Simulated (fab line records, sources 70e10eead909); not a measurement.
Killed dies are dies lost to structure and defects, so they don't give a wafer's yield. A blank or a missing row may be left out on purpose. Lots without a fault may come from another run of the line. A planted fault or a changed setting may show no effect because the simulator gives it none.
fab line records | flow nand_harc
record lots=11 wafers=33 last_day=33
route steps=1302 shown A_STAIRCASE@885 A_SGD_CUT@902
lots that met no fault: from a run of the same line without faults
start_h: hours from the record's first day to the start of the lot's first wafer shown | wait_h: hours since the lot's step before | " the same as in the row above | L1.1+2: a row that stands for several wafers | - no value, or no start given | * or withheld: withheld | < > ~ a bound
route shown NAME@n: a module of which the file shows steps, and the number in the route of the first | usual: mean/standard deviation of fault-free wafers | same: alike in all rows | chamber/n: place in a boat | sites: the reading at each site | _std_site: their standard deviation | _edge_site: outer sites' mean less inner sites' | radius_mm: how far each site lies from the wafer's centre | mask NAME#n: copy n | behind: the tool/chamber that last shaped the wafer | hold: why the lot was held/for how many hours/how that ended | device: the transistor (n, p or np) that didn't switch | end of line: the same wafers' tests at the end of the route | a step without rows: its recipe alone | killed: dies lost to structure and defects at the first sort, not the wafer's yield | map: a wafer's dies, x killed, . not, _ none there
set.NAME: the setting as run; set.NAME@STEP: as run at that earlier step | model.NAME: the simulator's own value behind a step, which no gauge read
steps of the route over a sample of lots; a table a step, a row a wafer
services: from which hour (start_h, from the record's first day; less than 0 if before it) a tool's chamber was out of use, for how many hours, and why
## steps
# step NHARC_A_STAIRCASE_DEP_471
# recipe target_thk_a=1000 temp_c=400 pressure_torr=6.5 rf_w=900 teos_flow_sccm=161.4 flow_sccm=2650 target_thk_nm=100 gas=O2 material=SiO2
# usual flow_sccm=2650/7.4 heater_power_outer_w=312/51 heater_power_w=601/80 throttle_valve_pct=16.0/0.64
# columns lot.wafer tool chamber start_h wait_h flow_sccm heater_power_outer_w heater_power_w throttle_valve_pct
L183.1 pecvd-03 1 443.05 - 2658 301 592 16.0
L183.5 " 1 " " 2646 305 576 16.2
L183.4 " 2 " " 2656 317 598 15.1
L182.1 pecvd-04 1 443.15 - 2651 319 643 16.6
L182.5 " 1 " " 2655 325 676 16.9
L182.6 " 2 " " 2638 355 658 16.1
L186.3 pecvd-03 0 495.17 - 2645 381 612 16.2
L186.1 " 1 " " 2646 326 633 16.0
L186.6 " 0 " " 2648 381 627 16.3
L189.1 pecvd-04 0 502.76 - 2649 293 596 16.6
L189.4 " 2 " " 2642 369 672 15.4
L189.6 " 0 " " 2645 299 613 16.5
L188.3 pecvd-04 2 505.04 - 2655 301 571 15.5
L188.5 " 1 " " 2645 367 747 16.1
L188.4 " 2 " " 2653 292 570 15.7
L190.3 pecvd-04 2 518.86 - 2657 343 645 15.2
L190.1 " 1 " " 2651 407 748 16.3
L190.5 " 0 " " 2643 277 617 16.5
L191.2 pecvd-01 1 535.66 - 2652 367 672 15.9
L191.1 " 0 " " 2653 183 397 16.9
L191.6 " 0 " " 2652 189 421 16.9
L199.2 pecvd-03 0 608.38 - 2639 327 532 15.9
L199.6 " 0 " " 2653 330 549 15.5
L199.5 " 2 " " 2643 265 518 14.7
L201.2 pecvd-03 2 624.54 - 2660 287 559 14.8
L201.5 " 1 " " 2651 277 547 16.0
L201.4 " 2 " " 2650 296 559 14.9
L203.3 pecvd-04 1 655.74 - 2645 323 663 16.2
L203.5 " 2 " " 2650 347 609 15.6
L203.6 " 0 " " 2651 301 613 16.1
L205.3 pecvd-01 2 671.85 - 2635 368 684 15.5
L205.4 " 0 " " 2652 252 491 17.9
L205.5 " 2 " " 2643 356 682 15.8
# step NHARC_A_SGD_CUT_OVL_MEAS_10
# usual overlay_x_nm=-0.1/0.82 overlay_y_nm=0.0/0.91
# columns lot.wafer tool chamber start_h wait_h overlay_x_nm overlay_y_nm
L183.1 overlay-01 - 444.59 - -0.7 0.2
L183.4 " - " " -0.9 -0.6
L183.5 " - " " -0.7 -0.6
L182.1 overlay-02 - 444.74 - 0.0 -1.4
L182.5 " - " " -0.2 -1.1
L182.6 " - " " 0.0 -1.6
L186.1 overlay-01 - 496.54 - -0.7 -0.4
L186.3 " - " " -0.5 0.1
L186.6 " - " " -0.3 0.2
L189.1 overlay-01 - 504.19 - 0.3 2.5
L189.4 " - " " 0.5 1.8
L189.6 " - " " -0.3 2.3
L188.3 overlay-01 - 506.50 - 0.6 0.4
L188.4 " - " " 0.6 1.0
L188.5 " - " " 0.0 0.6
L190.1 overlay-02 - 520.46 - 1.0 -0.1
L190.3 " - " " 1.0 -0.4
L190.5 " - " " 0.8 -0.1
L191.1 overlay-01 - 537.03 - -1.4 0.8
L191.2 " - " " -0.8 0.6
L191.6 " - " " -0.8 0.5
L199.2 overlay-02 - 609.76 - -1.1 1.6
L199.5 " - " " -0.7 1.7
L199.6 " - " " -0.6 1.0
L201.2 overlay-01 - 625.98 - 0.0 0.0
L201.4 " - " " -0.2 -0.2
L201.5 " - " " -0.1 -0.2
L203.3 overlay-02 - 657.19 - 0.1 0.4
L203.5 " - " " 0.0 0.0
L203.6 " - " " -0.1 -0.4
L205.3 overlay-02 - 673.31 - -0.7 0.6
L205.4 " - " " -1.8 0.8
L205.5 " - " " -1.1 0.6
# step NHARC_A_SGD_CUT_ETCH_58
# recipe target_depth_a=390 over_etch_frac=0.3 time_s=65 ion_energy_ev=80 cf4_flow_sccm=150 ar_flow_sccm=0 rf_w=300 bias_w=100 chemistry=CF4
# usual bias_w=100.0/0.3 drypump_motor_current_A=5.5/0.41 mfc_ar_sccm=0.007/0.011 oes_product_au=0.997/0.014 rf_vpp_V=151.3/1.2 showerhead_plenum_p_Torr=1.76/0.064 throttle_valve_pct=13.285/0.0096
# columns lot.wafer tool chamber start_h wait_h bias_w drypump_motor_current_A mfc_ar_sccm oes_product_au rf_hours_counter_h rf_vpp_V showerhead_plenum_p_Torr throttle_valve_pct
L183.4 rie_diel-04 1 444.77 0.1 100.0 5.4 0.008 0.998 6 150.3 1.81 13.287
L183.1 " 3 " " 100.0 5.8 0 1.001 6 150.1 1.68 13.276
L183.5 " 1 " " 100.4 5.4 0.008 0.990 - 152.0 1.81 13.267
L182.1 rie_diel-10 1 444.93 0.1 100.2 5.9 0.020 0.992 1 150.8 1.74 13.292
L182.6 " 0 " " 99.7 5.1 0 1.010 - 149.4 1.75 13.293
L182.5 " 1 " " 100.1 5.9 0.020 0.999 - 151.9 1.74 13.291
L186.1 rie_diel-09 0 496.73 0.1 100.0 5.0 0.011 0.996 7 151.3 1.68 13.278
L186.3 " 2 " " 99.4 6.2 0 0.987 7 149.2 1.65 13.302
L186.6 " 0 " " 99.8 5.0 0.011 0.985 - 150.9 1.68 13.291
L189.1 rie_diel-04 2 504.37 0.1 99.6 5.0 0.008 0.981 10 150.8 1.80 13.279
L189.4 " 1 " " 100.2 5.4 0.008 1.008 12 152.0 1.81 13.293
L189.6 " 3 " " 99.8 5.8 0 0.994 - 149.9 1.68 13.295
L188.3 rie_diel-04 0 506.69 0.1 99.7 5.5 0.002 1.001 12 151.1 1.77 13.287
L188.4 " 1 " " 100.0 5.4 0.008 1.005 12 153.6 1.81 13.291
L188.5 " 3 " " 100.9 5.8 0 1.009 - 151.5 1.68 13.285
L190.3 rie_diel-04 3 520.64 0.1 100.0 5.8 0 0.987 12 149.8 1.68 13.305
L190.1 " 0 " " 99.9 5.5 0.002 0.994 13 152.0 1.77 13.290
L190.5 " 0 " " 100.0 5.5 0.002 1.001 - 152.0 1.77 13.287
L191.2 rie_diel-10 2 537.21 0.1 99.8 5.2 0 0.980 7 151.7 1.89 13.295
L191.1 " 1 " " 100.1 5.9 0.020 1.000 6 150.1 1.74 13.293
L191.6 " 3 " " 100.1 6.4 0.001 0.970 - 149.4 1.71 13.290
L199.2 rie_diel-04 0 609.97 0.1 100.5 5.5 0.002 1.016 6 151.2 1.77 13.278
L199.5 " 2 " " 100.5 5.1 0.008 0.991 - 151.3 1.80 13.278
L199.6 " 3 " " 99.8 5.8 0 1.022 - 151.3 1.68 13.287
L201.4 rie_diel-10 0 626.17 0.1 100.5 5.1 0 1.007 1 152.0 1.74 13.282
L201.2 " 1 " " 99.9 5.9 0.020 0.985 1 151.5 1.74 13.277
L201.5 " 0 " " 99.8 5.2 0 1.000 - 149.6 1.74 13.282
L203.3 rie_diel-09 1 657.38 0.1 100.2 5.8 0.041 0.994 7 151.7 1.83 13.287
L203.6 " 3 " " 100.1 5.6 0 1.014 - 152.6 1.82 13.275
L203.5 " 0 " " 100.0 5.0 0.011 0.980 - 149.5 1.68 13.284
L205.3 rie_diel-04 1 673.50 0.1 99.9 5.4 0.008 1.028 9 152.0 1.81 13.270
L205.4 " 3 " " 100.0 5.8 0 1.014 13 150.9 1.68 13.282
L205.5 " 1 " " 99.8 5.4 0.008 1.032 - 151.8 1.81 13.280
# step NHARC_A_SGD_CUT_DEP_20
# recipe target_thk_a=1500 temp_c=65 material=SiO2
# columns lot.wafer tool chamber start_h wait_h
L183.1+4+5 fcvd-01 0,1,1 445.86 -
L182.1+5+6 fcvd-02 1,0,1 445.98 -
L186.1+3+6 fcvd-02 1 497.81 -
L189.1+4+6 fcvd-01 1,0,1 505.43 -
L188.4+3+5 fcvd-02 1,0,1 507.77 -
L190.1+3+5 fcvd-02 1,0,0 521.70 -
L191.2+1+6 fcvd-02 1,0,0 538.24 -
L199.2+5+6 fcvd-01 1,0,1 611.16 -
L201.2+4+5 fcvd-01 0,0,1 627.27 -
L203.3+6+5 fcvd-02 0,1,0 658.47 -
L205.4+3+5 fcvd-01 0,1,1 674.58 -
# step NHARC_A_SGD_CUT_CMP_21
# recipe target_thk_nm=148.19
# usual motor_current_A=12.5/1 time_to_endpoint_s=50/4.3
# columns lot.wafer tool chamber start_h wait_h motor_current_A time_to_endpoint_s
L182.1 cmp-01 1 450.58 0.5 11.9 47
L182.5 " 1 " " 12.1 46
L182.6 " 2 " " 12.2 47
L183.1 cmp-04 0 450.60 0.5 12.1 48
L183.4 " 1 " " 13.5 46
L183.5 " 2 " " 13.4 48
L186.1 cmp-04 0 502.58 0.4 11.8 54
L186.3 " 1 " " 13.8 53
L186.6 " 1 " " 12.8 51
L189.4 cmp-04 1 508.73 0.4 12.9 48
L189.1 " 3 " " 11.9 48
L189.6 " 1 " " 13.2 50
L188.3 cmp-04 0 514.00 0.4 12.2 50
L188.4 " 2 " " 14.7 50
L188.5 " 1 " " 13.7 48
L190.1 cmp-01 1 527.65 0.4 12.3 43
L190.3 " 3 " " 11.8 53
L190.5 " 1 " " 12.5 44
L191.1 cmp-04 2 542.89 0.4 15.0 50
L191.2 " 0 " " 12.2 52
L191.6 " 3 " " 11.9 34
L199.2 cmp-04 2 615.84 0.4 14.3 47
L199.5 " 3 " " 11.6 43
L199.6 " 0 " " 12.0 53
L201.4 cmp-04 0 632.14 0.4 11.5 55
L201.2 " 1 " " 14.0 50
L201.5 " 3 " " 12.2 49
L203.3 cmp-04 2 663.26 0.4 13.8 50
L203.5 " 2 " " 13.3 49
L203.6 " 3 " " 11.9 45
L205.3 cmp-02 0 679.53 0.4 14.4 49
L205.4 " 1 " " 12.7 53
L205.5 " 0 " " 13.6 47
# step NHARC_A_SGD_CUT_THK_MEAS_22
# recipe thk_meas_gauge=ellipsometry
# usual thk_nm=147.7/1.8
# columns lot.wafer tool chamber start_h wait_h thk_nm
L183.1 film_metro-02 - 450.81 0.2 146.0
L183.4 " - " " 147.2
L183.5 " - " " 147.6
L182.1 film_metro-02 - 450.83 0.2 146.0
L182.5 " - " " 146.3
L182.6 " - " " 146.7
L186.1 film_metro-02 - 502.84 0.2 149.8
L186.3 " - " " 146.3
L186.6 " - " " 148.2
L189.1 film_metro-01 - 508.96 0.2 145.4
L189.4 " - " " 149.5
L189.6 " - " " 147.1
L188.3 film_metro-01 - 514.25 0.2 148.3
L188.4 " - " " 148.3
L188.5 " - " " 145.6
L190.1 film_metro-02 - 527.91 0.2 146.3
L190.3 " - " " 148.9
L190.5 " - " " 145.6
L191.1 film_metro-01 - 543.14 0.2 146.9
L191.2 " - " " 149.7
L191.6 " - " " 117.5
L199.2 film_metro-01 - 616.02 0.2 145.2
L199.5 " - " " 148.9
L199.6 " - " " 148.0
L201.2 film_metro-02 - 632.35 0.2 148.3
L201.4 " - " " 149.0
L201.5 " - " " 147.8
L203.3 film_metro-02 - 663.51 0.2 146.3
L203.5 " - " " 148.8
L203.6 " - " " 146.7
L205.3 film_metro-01 - 679.79 0.2 145.6
L205.4 " - " " 147.6
L205.5 " - " " 145.1
## services
# columns tool chamber start_h hours kind
fcvd-02 - 421.37 2.5 repair
fcvd-02 - 450.00 13.0 pm
pecvd-04 - 450.39 13.0 pm
pecvd-04 - 463.51 1.0 repair
fcvd-02 1 468.52 5.5 repair
cmp-04 - 472.66 1.1 repair
cmp-04 - 503.11 4.0 pm
rie_diel-04 1 512.98 1.3 repair
rie_diel-04 - 531.90 9.0 pm
fcvd-02 - 541.83 1.0 repair
pecvd-03 - 547.24 13.0 pm
fcvd-01 - 547.97 13.0 pm
fcvd-02 - 585.89 0.3 repair
cmp-04 - 594.84 2.8 repair
cmp-04 - 601.11 4.0 pm
rie_diel-04 1 604.92 8.3 repair
rie_diel-04 2 616.94 19.4 repair
rie_diel-04 1 617.14 8.9 repair
pecvd-04 1 626.18 16.6 repair
fcvd-02 - 631.00 13.0 pm
pecvd-04 - 631.65 13.0 pm
cmp-04 - 636.78 1.1 repair
cmp-04 - 639.71 2.0 repair
cmp-04 - 647.67 0.6 repair
## key
first_sign step=NHARC_A_SGD_CUT_CMP_21 reading=time_to_endpoint_s direction=down sigmas=3.8 usual=* struck=*
effect step=NHARC_A_SGD_CUT_THK_MEAS_22 reading=thk_nm direction=down sigmas=17 usual=147.7 struck=117.5
met_at NHARC_A_SGD_CUT_DEP_20
struck_lots L191
struck_wafers L191.6
tester_left_out L191
not_acting_at NHARC_A_STAIRCASE_DEP_471,NHARC_A_SGD_CUT_OVL_MEAS_10,NHARC_A_SGD_CUT_ETCH_58
onset_between 521.70 538.24
fault kind=process_parameter_drift tool=fcvd-02 chamber=- onset_h=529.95 steps=NHARC_A_SGD_CUT_DEP_20 channel=target_thk_a offset=* shape=step end_h=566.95 scope=struck_wafers_only acts_in=* stated=*
# tester_left_out: of these lots the tester's yield and bins aren't shown, on N5 and GAA mostly nor the transistor test; their killed dies are dies lost to structure and defects alone, not to doping, threshold or leakage, so they don't give the yield
